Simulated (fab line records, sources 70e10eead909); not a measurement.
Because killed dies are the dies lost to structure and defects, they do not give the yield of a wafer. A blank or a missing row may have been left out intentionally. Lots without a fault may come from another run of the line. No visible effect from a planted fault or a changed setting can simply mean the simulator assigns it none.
2 desks, one fault || flow nand-harc || each desk has only its own numbers; what lay behind them comes last

## THE TOOL OWNER'S DESK: rie-diel-03
The tool's own readings at NHARC_A_BONDPAD_ETCH_34 (etches the open film in N2/H2, target depth 60 nm, overetch 18 nm, time 65.91 s): means of the sampled wafers that have a number, for each lot that ran on this tool. If a lot's mean is further than 4 standard deviations from the usual mean, the lot is out of limits and carries the mark OUT (the distance appears in the brackets).
Columns: A = drypump-motor-current-A at NHARC_A_BONDPAD_ETCH_34, usual 5.8 A; B = oes-product-au at NHARC_A_BONDPAD_ETCH_34, usual 0.997 a.u.; C = rf-vpp-V at NHARC_A_BONDPAD_ETCH_34, usual 429.6 V; D = showerhead-plenum-p-Torr at NHARC_A_BONDPAD_ETCH_34, usual 2.01 Torr; E = throttle-valve-pct at NHARC_A_BONDPAD_ETCH_34, usual 14.172 %
{"lot": "L504", "first seen here": "day 17 21:50", "A": 5.9, "B": 0.997, "C": 429.0, "D": 1.97, "E": 14.171}
{"lot": "L503", "first seen here": "day 18 01:43", "A": 5.4, "B": 1.000, "C": 429.2, "D": 2.00, "E": 14.177}
{"lot": "L508", "first seen here": "day 18 08:48", "A": 6.3, "B": 0.991, "C": 429.2, "D": 2.01, "E": 14.177}
{"lot": "L516", "first seen here": "day 22 05:19", "A": 5.4, "B": "0.834 (-14) OUT", "C": 428.5, "D": 1.99, "E": 14.168}
{"lot": "L514", "first seen here": "day 22 11:26", "A": 5.6, "B": "0.838 (-13) OUT", "C": 430.1, "D": 2.03, "E": 14.175}
Finding of this desk: L514, L516 out of limits; the first was L516 at day 22 05:19, on oes-product-au at NHARC_A_BONDPAD_ETCH_34. L504, L503, L508 stayed within limits.

## METROLOGY DESK
What the gauges read for every lot (on any tool): the sampled wafers with a number, averaged. If a lot's mean is further than 4 standard deviations from the usual mean, the lot is out of limits and carries the mark OUT (the distance appears in the brackets).
Columns: A = overlay-x-nm at NHARC_A_BONDPAD_OVL_MEAS_35, usual 0 nm; B = overlay-y-nm at NHARC_A_BONDPAD_OVL_MEAS_35, usual -2 nm
{"lot": "L504", "first seen here": "day 17 21:38", "A": 3, "B": -1}
{"lot": "L503", "first seen here": "day 18 01:29", "A": 3, "B": -0}
{"lot": "L508", "first seen here": "day 18 08:34", "A": -2, "B": 2}
{"lot": "L513", "first seen here": "day 20 15:07", "A": -3, "B": -12}
{"lot": "L516", "first seen here": "day 22 05:07", "A": -13, "B": -7}
{"lot": "L514", "first seen here": "day 22 11:13", "A": 0, "B": -3}
{"lot": "L519", "first seen here": "day 22 22:58", "A": -4, "B": 1}
{"lot": "L523", "first seen here": "day 23 06:51", "A": -9, "B": 0}
{"lot": "L522", "first seen here": "day 23 10:05", "A": 0, "B": 2}
{"lot": "L526", "first seen here": "day 24 09:18", "A": -10, "B": -18}
This desk's finding: nothing out of limits on any of the 10 lots.

## BROUGHT TOGETHER
An alarm could have come from the tool owner's desk at day 22 05:19, on L514, L516.
Nothing out of limits was seen by the metrology desk.
The metrology desk holds a record of L514, L516, inside its limits.
The lots listed all ran NHARC_A_BONDPAD_ETCH_34 on rie-diel-03.

## WHAT HAD BEEN PUT IN BY THE SIMULATOR
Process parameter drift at NHARC_A_BONDPAD_ETCH_34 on rie-diel-03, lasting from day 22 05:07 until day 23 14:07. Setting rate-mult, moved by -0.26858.
Shown lots that were struck: L514, L516.
How many hours passed from the start of the fault until each desk's first out-of-limits reading: the tool owner's desk, 0.
